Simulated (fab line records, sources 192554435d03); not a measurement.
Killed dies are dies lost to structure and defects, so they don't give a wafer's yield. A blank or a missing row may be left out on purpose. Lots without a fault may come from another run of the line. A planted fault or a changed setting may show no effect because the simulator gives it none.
A struck lot beside a sound one | flow n5_finfet | 16 steps out of a route of 1938
Sound: wafers L794.2, L794.5, L794.6. Struck: wafer L796.6. (L796.2, L796.5 of the same lot were not struck and are left out.) The cause comes at the end.
At each step with rows: each side's tool, then ch and its chambers, then its first start. Under that, the readings that differ: sound wafers | struck wafers | difference of the means | sigmas: that difference in standard deviations of wafers without a fault.
alike: readings whose means differ by less than 2 such deviations, and words and numbers that are the same on both sides. not compared: withheld readings, readings that some wafer has no value for, bounds like >300 that may hide the same value, and numbers for which the record gives no deviation and whose values overlap.
The two part at a step that has a row with sigmas, a row that says differs or no value, or rows on one side only. Numbers that don't overlap but have no deviation are shown without sigmas and don't part them. A reading that every wafer of one side lacks parts them only if that side has two wafers or more.

first, 1 step without rows for these wafers: N5_BEOL_M2_SPUTTER_90 (material Cu, target thk 4.5 nm, time 8.29 s).
N5_BEOL_M2_ANNEAL_91: time 240 s.
  sound on pvd_sputter-03, day 8 23:31; struck on pvd_sputter-02, day 9 11:08
  alike: heater_power_w
N5_BEOL_M2_SPUTTER_92: material Cu, target thk 4.5 nm, time 8.29 s.
  sound on pvd_sputter-03, day 8 23:39; struck on pvd_sputter-02, day 9 11:16
  alike: throttle_valve_pct
then, 2 steps without rows for these wafers: N5_BEOL_M2_ANNEAL_93 (time 240 s); N5_BEOL_M2_SPUTTER_94 (material Cu, target thk 4.5 nm, time 8.29 s).
N5_BEOL_M2_ANNEAL_95: time 240 s.
  sound on pvd_sputter-03, day 8 23:57; struck on pvd_sputter-02, day 9 11:34
  alike: heater_power_w
then, 3 steps without rows for these wafers: N5_BEOL_M2_SPUTTER_96 (material Cu, target thk 4.5 nm, time 8.29 s); N5_BEOL_M2_ECD_50 (material Cu, target thk 300 nm); N5_BEOL_M2_ANNEAL_51 (time 90 s).
N5_BEOL_M2_CMP_52: polishes, stops on SiOC, t overpolish 6.8 s, target thk 40 nm.
  sound on cmp-01 ch 2,3, day 9 00:38; struck on cmp-03 ch 2, day 9 12:12
  reading             | sound       | struck | difference | sigmas
  motor_current_A (A) | 5.6 5.6 5.3 | 6.9    | +1.4       | +2
  alike: barrier_field_endpoint_s, clearing_platen_rpm, overpolish_run_s, time_to_endpoint_s
N5_BEOL_M2_THK_MEAS_53: measures by xrf.
  sound on film_metro-02, day 9 00:53; struck on film_metro-02, day 9 12:30
  alike: M2_THK
N5_BEOL_M2_PRE_CLEAN_60: time 15 s.
  sound on cvd_co-01 ch 1,2, day 9 00:55; struck on cvd_co-02 ch 2, day 9 12:32
  alike: heater_power_w
N5_BEOL_M2_CO_CAP_55: material Co, precursor CCTBA/H2, target thk 2 nm, time 102.1 s.
  sound on cvd_co-01 ch 1,2, day 9 00:58; struck on cvd_co-02 ch 2, day 9 12:35
  reading                                   | sound             | struck | difference | sigmas
  run_length_s (s)                          | 124.9 124.9 125.4 | 197.1  | +72.0      | +99 or more
  model.Co_of_BEOL_M2_CO_CAP_55.thk_nm (nm) | 2 2 2             | 3.4    | +1.4       |
  alike: heater_power_w
then, 1 step without rows for these wafers: N5_BEOL_M2_PRE_CLEAN_56 (time 15 s).
N5_BEOL_M4_RC_MEAS_101:
  sound on prober-02 ch 0, day 10 00:16; struck on prober-01 ch 0, day 10 09:02
  reading       | sound          | struck | difference | sigmas
  SS_P (mV/dec) | 73.2 73.4 73.9 | 75.1   | +1.6       | +2
  alike: DIBL_N, DIBL_P, IOFF_N, IOFF_P, ION_N, ION_P, SS_N, VT_N, VT_P
then, 1 step without rows for these wafers: N5_PASSIVATION_PROBE_49.

WHERE THEY PART
First at N5_BEOL_M2_CMP_52; last, within this record, at N5_BEOL_M4_RC_MEAS_101.

WHY: what the simulator had put in
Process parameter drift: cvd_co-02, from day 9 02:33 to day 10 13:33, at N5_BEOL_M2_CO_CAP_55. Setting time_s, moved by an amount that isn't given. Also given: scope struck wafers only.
